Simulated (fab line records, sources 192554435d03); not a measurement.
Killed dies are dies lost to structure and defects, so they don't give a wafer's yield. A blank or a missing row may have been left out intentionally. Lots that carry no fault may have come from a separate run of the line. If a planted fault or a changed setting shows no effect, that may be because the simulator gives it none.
Matching of chambers | flow n5-finfet | 4 sister chambers for N5_FIN_SAQP_STRIP_55 on rie-diel-06
The step strips in N2/H2. 8 wafers are shown with their chamber, then 9 later ones without.

WAFERS WITH THEIR CHAMBER
wafer  | chamber | showerhead-plenum-p-Torr (Torr) | drypump-motor-current-A (A)
L082.2 | 0       | 3.47                            | 5.1
L082.5 | 3       | 3.21                            | 6.5
L084.1 | 3       | 3.21                            | 6.4
L084.2 | 2       | 3.20                            | 5.7
L084.3 | 0       | 3.46                            | 5.1
L086.1 | 2       | 3.19                            | 5.6
L086.2 | 1       | 3.37                            | 5.4
L086.4 | 1       | 3.37                            | 5.4

WAFERS WHOSE CHAMBER IS MISSING
wafer  | showerhead-plenum-p-Torr (Torr) | drypump-motor-current-A (A)
L087.1 | 3.37                            | 5.4
L087.5 | 3.46                            | 5.1
L087.6 | 3.19                            | 5.7
L091.1 | 3.36                            | 5.4
L091.2 | 3.19                            | 5.7
L091.6 | 3.19                            | 5.6
L097.1 | 3.36                            | 5.4
L097.2 | 3.20                            | 6.5
L097.5 | 3.45                            | 5.1

WHICH CHAMBER EACH WENT THROUGH
wafer  | from the rows above | in truth
L087.1 | 1                   | 1
L087.5 | 0                   | 0
L087.6 | 2                   | 2
L091.1 | 1                   | 1
L091.2 | 2                   | 2
L091.6 | 2                   | 2
L097.1 | 1                   | 1
L097.2 | 3                   | 3
L097.5 | 0                   | 0
Placed correctly: 9 of 9. Not placeable from these rows: 0. Number placed wrongly: 0.
How it was worked out, from the rows above alone: a wafer's distance from a chamber is the root of the sum, over the readings, of the square of ((its reading less the chamber's mean) divided by the reading's scatter). The wafer belongs to the nearest chamber; if the next one is less than 2 further off, it can't be placed. A chamber's mean is the mean of its shown wafers. The scatter: the root of (the sum of the squares of (reading less its chamber's mean) over the shown wafers, divided by (wafers less chambers)).
